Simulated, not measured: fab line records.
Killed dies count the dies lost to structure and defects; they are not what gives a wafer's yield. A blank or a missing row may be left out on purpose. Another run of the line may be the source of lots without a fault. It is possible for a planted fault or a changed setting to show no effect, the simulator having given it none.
The tool behind it: which one? | flow nand-harc | 7 lots with 20 wafers sampled at 5 steps, on a route of 1302 steps

WHAT EACH GAUGE READ, for each wafer
NHARC_A_ONON_D1_THK_MEAS_05: measures by ellipsometry.
lot  | measured     | on            | thk-nm (nm)
L871 | day 8 05:06  | film-metro-01 | 1004 1002 1003
L874 | day 9 09:16  | film-metro-01 | 997 998 999
L877 | day 10 16:31 | film-metro-01 | 984 986 984
L880 | day 12 06:46 | film-metro-02 | 979 980 978
L882 | day 12 21:24 | film-metro-02 | 999 996 997
L889 | day 15 20:46 | film-metro-02 | 997 998 997
L891 | day 16 10:34 | film-metro-01 | 646 1007

WHICH TOOL RAN EACH LOT (tool, then ch and the chambers of the sampled wafers, then the start)
lot  | NHARC_P_BONDPAD_STRIP_15           | NHARC_P_BONDPAD_CMP_19        | NHARC_A_ZERO_WELL_DESCUM_12        | NHARC_A_ONON_D1_DEP_03
L871 | rie-diel-06 ch 0,3, day 7 00:01    | cmp-03 ch 0,1, day 7 01:41    | rie-diel-11 ch 0,3, day 7 03:41    | pecvd-onon-02 ch 0, day 8 04:38
L874 | rie-diel-06 ch 0,2,3, day 8 07:07  | cmp-03 ch 1,3, day 8 09:02    | rie-diel-11 ch 0,1, day 8 11:05    | pecvd-onon-04 ch 0, day 9 08:49
L877 | rie-diel-06 ch 0,1,3, day 9 14:34  | cmp-03 ch 1,2,3, day 9 16:11  | rie-diel-11 ch 0,2, day 9 18:10    | pecvd-onon-02 ch 0, day 10 16:00
L880 | rie-diel-01 ch 0,2,3, day 11 01:40 | cmp-01 ch 0,1,2, day 11 03:19 | rie-diel-11 ch 0,1,3, day 11 05:11 | pecvd-onon-04 ch 0, day 12 06:16
L882 | rie-diel-06 ch 1,3, day 11 16:47   | cmp-01 ch 0,1,2, day 11 18:24 | rie-diel-07 ch 1,2,3, day 11 20:20 | pecvd-onon-01 ch 0, day 12 20:57
L889 | rie-diel-01 ch 0,1,3, day 14 19:22 | cmp-03 ch 0,2,3, day 14 21:01 | rie-diel-11 ch 1,2,3, day 14 22:53 | pecvd-onon-02 ch 0, day 15 20:19
L891 | rie-diel-01 ch 1,3, day 15 08:10   | cmp-03 ch 0,3, day 15 09:49   | rie-diel-11 ch 2,3, day 15 11:43   | pecvd-onon-04 ch 0, day 16 10:07
- NHARC_P_BONDPAD_STRIP_15: strips in O2.
- NHARC_P_BONDPAD_CMP_19: polishes, t overpolish 30 s, cu recess touch 16 s, target thk 160.81 nm.
- NHARC_A_ZERO_WELL_DESCUM_12: chemistry O2, time 3 s.
- NHARC_A_ONON_D1_DEP_03: target thk 1000 nm.

THE ANSWER, worked out from the rows above alone
Rule: usual is defined by the lots themselves. Put in order of their means at a reading, lots are off if they are a third of the lots or fewer, leave a main group of 4 or more, and stand apart from it by a gap of 3 or more times the standard deviation of the main group's means; of several such gaps the widest counts. If all means in a main group match to the digits the tables above print for the reading, that group is not used. Also off: a lot with no number at a reading for which 4 or more lots have one. Where the step has rows for the other lots, those lots are counted as sound.
Off, at NHARC_A_ONON_D1_THK_MEAS_05 on thk-nm: L891. Mean 993 nm and standard deviation 8.4 in the main group.
If a tool, at a process step before that reading, ran all the lots that are off and no sound lot after the first of them, it fits. Gauges at NHARC_A_ONON_D1_THK_MEAS_05: tried the same way as those tools. Can't be told from this: 5 tools fit, rie-diel-01 at NHARC_P_BONDPAD_STRIP_15, cmp-03 at NHARC_P_BONDPAD_CMP_19, rie-diel-11 at NHARC_A_ZERO_WELL_DESCUM_12, pecvd-onon-04 at NHARC_A_ONON_D1_DEP_03, film-metro-01 at NHARC_A_ONON_D1_THK_MEAS_05.

WHAT THE SIMULATOR HAD INSERTED
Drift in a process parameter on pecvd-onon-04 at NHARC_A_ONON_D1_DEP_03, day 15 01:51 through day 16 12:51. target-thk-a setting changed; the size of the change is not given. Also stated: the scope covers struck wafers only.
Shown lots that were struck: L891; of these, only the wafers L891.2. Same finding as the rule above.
